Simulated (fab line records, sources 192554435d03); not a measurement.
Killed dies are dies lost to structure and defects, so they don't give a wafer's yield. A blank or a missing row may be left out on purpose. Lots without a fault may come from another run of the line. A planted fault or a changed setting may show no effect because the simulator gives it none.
A struck lot beside a sound one | flow n5_finfet | 22 steps out of a route of 1938
Sound: wafers L848.1, L848.2, L848.3. Struck: wafers L849.2, L849.5, L849.6. The cause comes at the end.
At each step with rows: each side's tool, then ch and its chambers, then its first start. Under that, the readings that differ: sound wafers | struck wafers | difference of the means | sigmas: that difference in standard deviations of wafers without a fault.
alike: readings whose means differ by less than 2 such deviations, and words and numbers that are the same on both sides. not compared: withheld readings, readings that some wafer has no value for, bounds like >300 that may hide the same value, and numbers for which the record gives no deviation and whose values overlap.
The two part at a step that has a row with sigmas, a row that says differs or no value, or rows on one side only. Numbers that don't overlap but have no deviation are shown without sigmas and don't part them. A reading that every wafer of one side lacks parts them only if that side has two wafers or more.

first, 8 steps without rows for these wafers: N5_BEOL_M2_PRE_CLEAN_60 (time 15 s); N5_BEOL_M2_CO_CAP_55 (material Co, precursor CCTBA/H2, target thk 2 nm, time 102.1 s); N5_BEOL_M2_PRE_CLEAN_56 (time 15 s); N5_BEOL_M2_DEP_57 (deposits SiCN from 3MS/NH3, target thk 8 nm, time 14 s); N5_BEOL_M3_ILD_DEP_00 (deposits SiOC from DEMS/O2, target thk 79 nm, time 15.3 s); N5_BEOL_M3_PECVD_72 (deposits SiO2 from TEOS/O2, target thk 16 nm, time 18 s); N5_BEOL_M3_HM_DEP_02 (deposits TiN, target thk 20 nm); N5_BEOL_M3_COAT_61 (time 60 s, resist thk 60 nm).
N5_BEOL_M3_COAT_62: time 60 s, resist thk 12 nm.
  sound on litho_track-02 ch 0, day 8 10:16; struck on litho_track-02 ch 0, day 8 17:16
  reading              | sound                | struck               | difference | sigmas
  spin_speed_rpm (rpm) | 1500.6 1500.8 1500.2 | 1467.1 1466.3 1464.2 | -34.7      | -39
then, 9 steps without rows for these wafers: N5_BEOL_M3_COAT_73 (time 60 s, resist thk 5 nm); N5_BEOL_M3_COAT_05 (resist thk 30 nm); N5_BEOL_M3_EBR_07; N5_BEOL_M3_SOFTBAKE_06 (time 60 s); N5_BEOL_M3_EXPOSE_08 (exposes mask M3); N5_BEOL_M3_PEB_09 (peb time 60 s); N5_BEOL_M3_DEVELOP_10 (develop time 30 s); N5_BEOL_M3_DESCUM_16 (chemistry O2, time 7 s); N5_BEOL_M3_ETCH_74 (etches underlayer in N2/H2, target depth 6.5 nm, time 5.2 s).
N5_BEOL_M3_ETCH_63: etches SiARC in CF4, target depth 15.6 nm, time 26 s.
  sound on rie_diel-05 ch 0,1,3, day 8 10:56; struck on rie_diel-03 ch 0,3, day 8 17:42
  reading                  | sound             | struck           | difference | sigmas
  model.etch.depth_nm (nm) | 11.98 11.99 11.97 | 12.13 12.1 12.12 | +0.14      |
  alike: drypump_motor_current_A, etch_rf_on_time_s, oes_product_au, rf_vpp_V, showerhead_plenum_p_Torr, throttle_valve_pct
  not compared: rf_hours_counter_h
then, 1 step without rows for these wafers: N5_BEOL_M3_ETCH_64 (etches SOC in N2/H2, target depth 75 nm, overetch 15 nm, time 112.5 s).
N5_BEOL_M4_RC_MEAS_101:
  sound on prober-01 ch 0, day 9 03:22; struck on prober-01 ch 0, day 9 13:05
  alike: DIBL_N, DIBL_P, IOFF_N, IOFF_P, ION_N, ION_P, SS_N, SS_P, VT_N, VT_P
-- the record jumps here: 4 days lie between the struck wafers' starts before and after (it left off in module BEOL_M4 and takes up again in module PASSIVATION, whose first step shown is number 1936 of the route) --
N5_PASSIVATION_PROBE_49:
  sound on prober-01, day 13 02:31; struck on prober-01, day 13 17:11
  alike: defect_limited_yield, killed_at_M0_to_M3, killed_at_M4_up, killed_at_contacts, killed_at_front_end, killed_at_other, killed_dies, killed_open, killed_short, sort_bin_5_function, sort_bin_6_memory, sort_n_pass, sort_yield_pct

WHERE THEY PART
Only at N5_BEOL_M3_COAT_62, within this record. Later steps at which nothing parts them and some readings are alike: N5_BEOL_M3_ETCH_63, N5_BEOL_M4_RC_MEAS_101, N5_PASSIVATION_PROBE_49.

WHY: what the simulator had put in
Process parameter drift: litho_track-02, from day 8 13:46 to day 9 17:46, at N5_BEOL_M3_COAT_62. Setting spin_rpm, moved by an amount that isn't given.
